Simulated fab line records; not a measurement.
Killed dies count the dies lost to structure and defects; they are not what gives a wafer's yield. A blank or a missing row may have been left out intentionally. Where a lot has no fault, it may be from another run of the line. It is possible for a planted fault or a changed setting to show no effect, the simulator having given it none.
Split-lot study / flow n5_finfet / 21 wafers read from 7 lots, route of 1938 steps

== ON THE SPLIT ==
At N5_SD_EPI_P_EPI_21 (deposits SiGe:B, time 355 s), the setting epi_growth_time_s was moved away from the recipe's 355 s on 8 of the 21 wafers read, by -5.4% to +9.5%. This setting was run at the recipe's value on the other wafers.

== FROM THE SPLIT TO THE READING: what the file shows between them, 3 steps ==
- N5_SD_EPI_P_HM_STRIP_48: strips SiNx in H3PO4, material SiNx, target depth 3 nm
- N5_SD_ACTIVATION_RTA_00: time 0 s
- N5_SD_ACTIVATION_LSA_01: time 0.0008 s

== THE READING ==
At N5_SD_ACTIVATION_RS_MEAS_03, a four-point-probe measurement gives RS_SD_P in ohm/sq. Typical for fault-free wafers on this fab line: 56.0 ohm/sq, with standard deviation 0.75 ohm/sq.

wafer=L075.1; tool, chamber at the split=epi_rpcvd-04, 0; epi_growth_time_s as run, s=355; against the recipe=recipe; RS_SD_P, ohm/sq=55.8; against lot-mates on the recipe=-
wafer=L075.4; tool, chamber at the split=epi_rpcvd-04, 0; epi_growth_time_s as run, s=355; against the recipe=recipe; RS_SD_P, ohm/sq=54.9; against lot-mates on the recipe=-
wafer=L075.5; tool, chamber at the split=epi_rpcvd-04, 0; epi_growth_time_s as run, s=355; against the recipe=recipe; RS_SD_P, ohm/sq=55.2; against lot-mates on the recipe=-
wafer=L077.4; tool, chamber at the split=epi_rpcvd-03, 0; epi_growth_time_s as run, s=355; against the recipe=recipe; RS_SD_P, ohm/sq=55.9; against lot-mates on the recipe=-
wafer=L077.5; tool, chamber at the split=epi_rpcvd-03, 0; epi_growth_time_s as run, s=380.7; against the recipe=+7.2%; RS_SD_P, ohm/sq=54.1; against lot-mates on the recipe=-1.9
wafer=L077.6; tool, chamber at the split=epi_rpcvd-03, 0; epi_growth_time_s as run, s=355; against the recipe=recipe; RS_SD_P, ohm/sq=56.0; against lot-mates on the recipe=-
wafer=L079.1; tool, chamber at the split=epi_rpcvd-03, 0; epi_growth_time_s as run, s=355; against the recipe=recipe; RS_SD_P, ohm/sq=54.8; against lot-mates on the recipe=-
wafer=L079.4; tool, chamber at the split=epi_rpcvd-03, 0; epi_growth_time_s as run, s=355; against the recipe=recipe; RS_SD_P, ohm/sq=54.9; against lot-mates on the recipe=-
wafer=L079.6; tool, chamber at the split=epi_rpcvd-03, 0; epi_growth_time_s as run, s=355; against the recipe=recipe; RS_SD_P, ohm/sq=55.4; against lot-mates on the recipe=-
wafer=L082.3; tool, chamber at the split=epi_rpcvd-02, 0; epi_growth_time_s as run, s=381; against the recipe=+7.3%; RS_SD_P, ohm/sq=53.0; against lot-mates on the recipe=no lot-mate on the recipe
wafer=L082.4; tool, chamber at the split=epi_rpcvd-02, 0; epi_growth_time_s as run, s=381; against the recipe=+7.3%; RS_SD_P, ohm/sq=54.3; against lot-mates on the recipe=no lot-mate on the recipe
wafer=L082.5; tool, chamber at the split=epi_rpcvd-02, 0; epi_growth_time_s as run, s=381; against the recipe=+7.3%; RS_SD_P, ohm/sq=53.7; against lot-mates on the recipe=no lot-mate on the recipe
wafer=L085.3; tool, chamber at the split=epi_rpcvd-03, 0; epi_growth_time_s as run, s=335.7; against the recipe=-5.4%; RS_SD_P, ohm/sq=58.1; against lot-mates on the recipe=+1.9
wafer=L085.5; tool, chamber at the split=epi_rpcvd-03, 0; epi_growth_time_s as run, s=355; against the recipe=recipe; RS_SD_P, ohm/sq=56.2; against lot-mates on the recipe=-
wafer=L085.6; tool, chamber at the split=epi_rpcvd-03, 0; epi_growth_time_s as run, s=335.7; against the recipe=-5.4%; RS_SD_P, ohm/sq=59.1; against lot-mates on the recipe=+2.9
wafer=L086.2; tool, chamber at the split=epi_rpcvd-04, 0; epi_growth_time_s as run, s=355; against the recipe=recipe; RS_SD_P, ohm/sq=54.4; against lot-mates on the recipe=-
wafer=L086.4; tool, chamber at the split=epi_rpcvd-04, 0; epi_growth_time_s as run, s=355; against the recipe=recipe; RS_SD_P, ohm/sq=56.3; against lot-mates on the recipe=-
wafer=L086.6; tool, chamber at the split=epi_rpcvd-04, 0; epi_growth_time_s as run, s=340.4; against the recipe=-4.1%; RS_SD_P, ohm/sq=57.2; against lot-mates on the recipe=+1.9
wafer=L092.3; tool, chamber at the split=epi_rpcvd-02, 0; epi_growth_time_s as run, s=355; against the recipe=recipe; RS_SD_P, ohm/sq=55.4; against lot-mates on the recipe=-
wafer=L092.4; tool, chamber at the split=epi_rpcvd-02, 0; epi_growth_time_s as run, s=355; against the recipe=recipe; RS_SD_P, ohm/sq=55.4; against lot-mates on the recipe=-
wafer=L092.5; tool, chamber at the split=epi_rpcvd-02, 0; epi_growth_time_s as run, s=388.6; against the recipe=+9.5%; RS_SD_P, ohm/sq=51.8; against lot-mates on the recipe=-3.6

THE FIT
A straight line over all 21 wafers: RS_SD_P changes by -0.347 ohm/sq for each +1% of epi_growth_time_s; r = -0.90; the points scatter about the line by 0.74 ohm/sq.
The same after taking each lot's own level away (the mean of its wafers on the recipe; 18 wafers): -0.373 ohm/sq for each +1%; r = -0.94; scatter 0.49 ohm/sq.
The reading moves by 3.5 ohm/sq for the largest change in epi_growth_time_s, on that fit.
The span of the lots' own levels, 55.03 to 56.20 ohm/sq, comes to 1.6 times the standard deviation stated above.
So the lot-to-lot level changes the slope little: the two slopes agree.
Check: -3.28 ohm/sq against its lot-mates is what the line predicts for one of the wafers moved furthest among these (+9.5%) when that wafer is left out of the fit. It came out at -3.6 ohm/sq against them.

== OTHER SPLITS ON THESE WAFERS ==
Note: prior to the reading, these wafers also went through further splits. Each is held against what the fit with the lots' levels taken away leaves over:
other split on the same wafers=N5_FIN_SAQP_HM_DEP_03 time_s; wafers away from the commonest value=5; r with RS_SD_P (lot level and that fit taken away)=-0.05
other split on the same wafers=N5_FIN_SAQP_PECVD_06 time_s; wafers away from the commonest value=5; r with RS_SD_P (lot level and that fit taken away)=-0.04
other split on the same wafers=N5_FIN_SAQP_MANDREL_ETCH_22 over_etch_frac; wafers away from the commonest value=7; r with RS_SD_P (lot level and that fit taken away)=-0.03
other split on the same wafers=N5_FIN_SAQP_SPACER1_ALD_24 temp_c; wafers away from the commonest value=5; r with RS_SD_P (lot level and that fit taken away)=+0.01
other split on the same wafers=N5_FIN_CUT_CUT_ETCH_15 time_s; wafers away from the commonest value=9; r with RS_SD_P (lot level and that fit taken away)=-0.28

== THE WHOLE CHAIN: every reading that the file lists as answering this split, in the file's order ==
step=N5_SD_EPI_P_EPI_21; what it does=deposits SiGe:B, time 355 s; reading=SiGe-B_of_SD_EPI_P_EPI_21.thk_nm (the simulator's own value, which no gauge read); change (the file's fit)=+0.395 nm for each +1% of the setting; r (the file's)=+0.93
step=N5_SD_ACTIVATION_RS_MEAS_03; what it does=measures by four-point-probe; reading=RS_SD_P; change (the file's fit)=-0.36 for each +1% of the setting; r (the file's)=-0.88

== FILE'S OWN FIT ==
RS_SD_P changes by -0.36 ohm/sq for each +1% of epi_growth_time_s, r = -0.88.
